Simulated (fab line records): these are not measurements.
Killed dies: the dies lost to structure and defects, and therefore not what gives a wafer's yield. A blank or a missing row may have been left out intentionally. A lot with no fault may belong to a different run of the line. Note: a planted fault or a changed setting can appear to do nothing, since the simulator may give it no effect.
Which tool was responsible? :: flow nand harc :: Sampling: 12 lots, 36 wafers, 4 of 1302 route steps

## WHAT EACH GAUGE READ, for each wafer
NHARC_P_M2_CD_MEAS_09 targets a cd of 170 nm.
lot: L075
measured: day 6 13:34
on: cd sem-03
cd nm (nm): 170.3 170.6 170.0

lot: L077
measured: day 7 12:05
on: cd sem-01
cd nm (nm): 170.3 170.0 170.2

lot: L079
measured: day 8 07:01
on: cd sem-03
cd nm (nm): 170.1 170.3 170.0

lot: L081
measured: day 9 08:52
on: cd sem-01
cd nm (nm): 170.7 170.7 170.3

lot: L083
measured: day 10 08:11
on: cd sem-02
cd nm (nm): 170.9 170.8 171.0

lot: L084
measured: day 10 21:18
on: cd sem-02
cd nm (nm): 169.9 170.1 169.7

lot: L087
measured: day 11 20:24
on: cd sem-02
cd nm (nm): 170.1 169.0 169.5

lot: L088
measured: day 12 12:45
on: cd sem-01
cd nm (nm): 170.2 169.5 169.5

lot: L091
measured: day 13 12:23
on: cd sem-03
cd nm (nm): 170.2 170.6 170.1

lot: L093
measured: day 14 08:28
on: cd sem-02
cd nm (nm): 170.5 170.0 170.8

lot: L095
measured: day 15 04:05
on: cd sem-03
cd nm (nm): 170.6 170.8 170.5

lot: L097
measured: day 16 06:53
on: cd sem-01
cd nm (nm): 170.3 170.3 170.8

## WHICH TOOL RAN EACH LOT (tool, then ch and the chambers of the sampled wafers, then the start)
lot: L075
NHARC_P_M1_ETCH_28: rie diel-01 ch 0,1, day 6 12:23 or earlier
NHARC_P_M1_PRE_CLEAN_32: pecvd-03 ch 1,2, day 6 12:23
NHARC_P_M1_DEP_33: pecvd-03 ch 1,2, day 6 12:31

lot: L077
NHARC_P_M1_ETCH_28: rie diel-05 ch 0,1, day 7 10:53 or earlier
NHARC_P_M1_PRE_CLEAN_32: pecvd-03 ch 0,2, day 7 10:53
NHARC_P_M1_DEP_33: pecvd-03 ch 0,2, day 7 10:59

lot: L079
NHARC_P_M1_ETCH_28: rie diel-05 ch 2,3, day 8 05:40 or earlier
NHARC_P_M1_PRE_CLEAN_32: pecvd-04 ch 1,2, day 8 05:40
NHARC_P_M1_DEP_33: pecvd-04 ch 1,2, day 8 05:50

lot: L081
NHARC_P_M1_ETCH_28: rie diel-05 ch 0,3, day 9 07:32 or earlier
NHARC_P_M1_PRE_CLEAN_32: pecvd-01 ch 1,2, day 9 07:32
NHARC_P_M1_DEP_33: pecvd-01 ch 1,2, day 9 07:37

lot: L083
NHARC_P_M1_ETCH_28: rie diel-03 ch 0,3, day 10 06:52 or earlier
NHARC_P_M1_PRE_CLEAN_32: pecvd-01 ch 0,2, day 10 06:52
NHARC_P_M1_DEP_33: pecvd-01 ch 0,2, day 10 06:59

lot: L084
NHARC_P_M1_ETCH_28: rie diel-01 ch 0,3, day 10 20:02 or earlier
NHARC_P_M1_PRE_CLEAN_32: pecvd-01 ch 0,1,2, day 10 20:02
NHARC_P_M1_DEP_33: pecvd-01 ch 0,1,2, day 10 20:12

lot: L087
NHARC_P_M1_ETCH_28: rie diel-05 ch 0,1,2, day 11 19:04 or earlier
NHARC_P_M1_PRE_CLEAN_32: pecvd-04 ch 1,2, day 11 19:04
NHARC_P_M1_DEP_33: pecvd-04 ch 1,2, day 11 19:09

lot: L088
NHARC_P_M1_ETCH_28: rie diel-03 ch 0,1, day 12 11:28 or earlier
NHARC_P_M1_PRE_CLEAN_32: pecvd-01 ch 1,2, day 12 11:28
NHARC_P_M1_DEP_33: pecvd-01 ch 1,2, day 12 11:34

lot: L091
NHARC_P_M1_ETCH_28: rie diel-05 ch 0,2, day 13 11:03 or earlier
NHARC_P_M1_PRE_CLEAN_32: pecvd-03 ch 1,2, day 13 11:03
NHARC_P_M1_DEP_33: pecvd-03 ch 1,2, day 13 11:08

lot: L093
NHARC_P_M1_ETCH_28: rie diel-03 ch 0,1,2, day 14 07:16 or earlier
NHARC_P_M1_PRE_CLEAN_32: pecvd-03 ch 1,2, day 14 07:16
NHARC_P_M1_DEP_33: pecvd-03 ch 1,2, day 14 07:23

lot: L095
NHARC_P_M1_ETCH_28: rie diel-03 ch 0,1,3, day 15 02:54 or earlier
NHARC_P_M1_PRE_CLEAN_32: pecvd-04 ch 0,2, day 15 02:54
NHARC_P_M1_DEP_33: pecvd-04 ch 0,2, day 15 03:01

lot: L097
NHARC_P_M1_ETCH_28: rie diel-05 ch 0,2, day 16 04:31 or earlier
NHARC_P_M1_PRE_CLEAN_32: pecvd-04 ch 0,2, day 16 04:31
NHARC_P_M1_DEP_33: pecvd-04 ch 0,2, day 16 04:37
- NHARC_P_M1_ETCH_28: etches the open film in CF4/N2, target depth 30 nm, time 72.99 s.
- NHARC_P_M1_PRE_CLEAN_32: time 12 s.
- NHARC_P_M1_DEP_33: deposits SiCN, target thk 30 nm.

## THE ANSWER, worked out from the rows above alone
Rule: the lots themselves supply what counts as usual. The widest of any qualifying gaps counts: lots, ordered by their means at a reading, are off when they make up no more than a third of the lots, leave a main group of 4 or more, and stand apart from it by 3 or more times the standard deviation of that group's means. A main group whose means are all the same, to the digits that the tables above print for the reading, isn't used. Also off: a lot with no number at a reading for which 4 or more lots have one. Where the step has rows for the other lots, those lots are counted as sound.
No lot is off at any reading shown: from this, nothing can be told.

## WHAT THE SIMULATOR PUT IN
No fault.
